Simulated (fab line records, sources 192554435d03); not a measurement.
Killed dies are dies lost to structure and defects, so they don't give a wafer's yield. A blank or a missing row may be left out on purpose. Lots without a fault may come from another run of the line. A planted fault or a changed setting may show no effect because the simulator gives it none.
Split-lot experiment | flow n5_finfet | 7 lots, 21 wafers read, on a route of 1938 steps

THE SPLIT
At N5_BEOL_M5_ETCH_41 (etches SiCN in CH3F/O2, target depth 31.5 nm, time 56.7 s), the setting source_w was moved away from the recipe's 395 W on 7 of the 21 wafers read, by -12.1% to +10.1%. The other wafers ran this setting at the recipe's value.

The reading is taken at the split's own step.

THE READING
rf_vpp_V, in V, at N5_BEOL_M5_ETCH_41 (etches SiCN in CH3F/O2, target depth 31.5 nm, time 56.7 s). Fault-free wafers of this fab line usually give 298.1 V, standard deviation 1.7 V.

wafer  | tool, chamber at the split | source_w as run, W | against the recipe | rf_vpp_V, V | against lot-mates on the recipe
L074.2 | rie_diel-01, 0             | 395                | recipe             | 301.0       | -
L074.4 | rie_diel-01, 1             | 395                | recipe             | 300.3       | -
L074.6 | rie_diel-01, 1             | 395                | recipe             | 299.7       | -
L078.3 | rie_diel-01, 0             | 372                | -5.8%              | 304.9       | +5.2
L078.5 | rie_diel-01, 0             | 395                | recipe             | 299.7       | -
L078.6 | rie_diel-01, 3             | 372                | -5.8%              | 304.1       | +4.4
L077.3 | rie_diel-01, 3             | 395                | recipe             | 298.9       | -
L077.4 | rie_diel-01, 1             | 347.4              | -12.1%             | 313.7       | +14.2
L077.6 | rie_diel-01, 1             | 395                | recipe             | 300.0       | -
L079.2 | rie_diel-04, 0             | 356.8              | -9.7%              | 309.9       | +12.5
L079.5 | rie_diel-04, 2             | 395                | recipe             | 298.4       | -
L079.6 | rie_diel-04, 1             | 395                | recipe             | 296.4       | -
L082.2 | rie_diel-03, 2             | 369                | -6.6%              | 305.7       | +8.1
L082.4 | rie_diel-03, 3             | 395                | recipe             | 295.4       | -
L082.6 | rie_diel-03, 2             | 395                | recipe             | 299.8       | -
L094.3 | rie_diel-01, 2             | 395                | recipe             | 297.1       | -
L094.4 | rie_diel-01, 0             | 395                | recipe             | 299.5       | -
L094.6 | rie_diel-01, 2             | 395                | recipe             | 296.7       | -
L096.1 | rie_diel-03, 3             | 395                | recipe             | 294.8       | -
L096.2 | rie_diel-03, 0             | 435                | +10.1%             | 290.3       | -4.5
L096.6 | rie_diel-03, 2             | 435                | +10.1%             | 289.0       | -5.8

THE FIT
A straight line over all 21 wafers: rf_vpp_V changes by -1.05 V for each +1% of source_w; r = -0.95; the points scatter about the line by 1.8 V.
The same after taking each lot's own level away (the mean of its wafers on the recipe; 21 wafers): -0.884 V for each +1%; r = -0.93; scatter 1.9 V.
On that fit, the largest move of source_w shifts the reading by 11 V.
The lots' own levels span 294.80 to 300.33 V, that is 3.3 times the standard deviation above.
So the lot-to-lot level changes the slope: the two fits differ.
Check: with one of the wafers moved furthest among these (-12.1%) left out of the fit, the line predicts +10.4 V for it against its lot-mates. It came out at +14.2 V against them.
Tool readings at the split's step, against how far the setting was moved: rf_vpp_V r = -0.95.

OTHER SPLITS ON THESE WAFERS
These wafers also went through other splits before the reading. Each is held against what the fit with the lots' levels taken away leaves over:
other split on the same wafers   | wafers away from the commonest value | r with rf_vpp_V (lot level and that fit taken away)
N5_BEOL_M2_TRENCH_ETCH_37 bias_w | 7                                    | -0.17
N5_BEOL_M4_PECVD_72 temp_c       | 5                                    | -0.19
N5_BEOL_M4_COAT_05 spin_rpm      | 6                                    | +0.17
N5_BEOL_M5_COAT_71 spin_rpm      | 6                                    | +0.20

THE FILE'S OWN FIT
rf_vpp_V changes by -1.02 V for each +1% of source_w, r = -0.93.
